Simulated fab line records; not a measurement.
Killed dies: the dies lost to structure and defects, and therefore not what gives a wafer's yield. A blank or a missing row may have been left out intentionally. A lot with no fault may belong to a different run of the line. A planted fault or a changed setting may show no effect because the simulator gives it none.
Problem report, 8D (eight disciplines) form, completed by code | flow nandHarc | the parts of the form that need people (team, actions taken, sign-off) are left out

## 1. THE ISSUE
killedAtArray at NHARC_END_SORT_01 reads a mean of 416 on 2 wafers of 2 lots; wafers without a fault read 63 with a standard deviation of 27. Measured from the usual mean, that is +13 standard deviations.
Earliest sighting: wafer L882.2 on prober-01 at day 30 04:02. The record has a number at this step for 9 wafers belonging to 3 lots. Rule for "out", or "out of limits": more than 4 standard deviations from the usual mean. All remaining wafers that have a number are taken as sound.

## 2. WHAT IT IS, AND WHAT IT ISN'T
question                    | is                        | is not
which readings at this step | killedAtArray, killedDies | killedAtOther, killedAtPeriphery, killedOpen, killedShort
which lots                  | L882, L883                | L877
which wafers of those lots  | L882.2, L883.4            | L882.1, L882.5, L883.1, L883.3
read on which gauges        | prober-01, prober-02      | -
when                        | from day 30 04:02         | up to then (5 sound wafers); but 2 sound wafers of L882, L883 came after

## 3. WHAT RULES OUT EACH SUSPECT
Counting: if a tool at a process step up to the reading ran every lot that is out, it stays a suspect. Sound lots after the first of them don't rule it out here, since some wafers of a struck lot are sound.
- ruled out: the gauge at NHARC_END_SORT_01. The wafers that are out were read on 2 gauges (prober-01, prober-02).
- rieDiel-02 at NHARC_A_CONTACT_ETCH_98 (etches the open film in C4F6/O2, target depth 20 nm, time 10 s): kept. It ran every lot that is out, first L882 (day 28 02:38). Its own readings are out on those wafers: oesProductAu.
- Within rieDiel-02 at NHARC_A_CONTACT_ETCH_98: the wafers that are out ran in chamber 3; their sound lot-mates ran in chambers 1, 2.
After counting, what remains is rieDiel-02 at NHARC_A_CONTACT_ETCH_98.

## 4. THE CAUSE (what the simulator had put in)
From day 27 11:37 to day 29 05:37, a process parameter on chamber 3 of rieDiel-02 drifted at NHARC_A_CONTACT_ETCH_98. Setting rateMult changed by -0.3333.
The count eliminated every tool but this one.

## 5. THE EFFECT CHAIN, in route order
Each row: a reading where the mean over the struck wafers with a number is more than 3 standard deviations away from the usual. Only readings for which the record gives a usual standard deviation are gone through. hours: the time from each lot's start at the first step in this table that gives one to its start at this step, as a median over the lots. sigmas: the change in usual standard deviations.
hours | step                    | reading       | usual      | on struck wafers | change | sigmas
0     | NHARC_A_CONTACT_ETCH_98 | oesProductAu  | 0.962 a.u. | 0.758            | -0.204 | -7.3
49    | NHARC_END_SORT_01       | killedAtArray | 63         | 416              | +352   | +13
49    | NHARC_END_SORT_01       | killedDies    | 67         | 419              | +352   | +13
The process steps in it:
- NHARC_A_CONTACT_ETCH_98: etches the open film in C4F6/O2, target depth 20 nm, time 10 s.

## 6. HOW IT WOULD HAVE BEEN CAUGHT EARLIER
64 hours passed between the start of the fault at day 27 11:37 and the first reading out of limits at a measuring or inspecting step in this record, taken at day 30 04:02.
Tool's own readings at NHARC_A_CONTACT_ETCH_98, oesProductAu: out on all struck wafers the step has rows for; an alarm limit on them would have tripped on the first.
All the lots that are out (2) had begun NHARC_A_CONTACT_ETCH_98 on rieDiel-02 by day 30 04:02. None of them would have been spared by holding the tool at that moment.
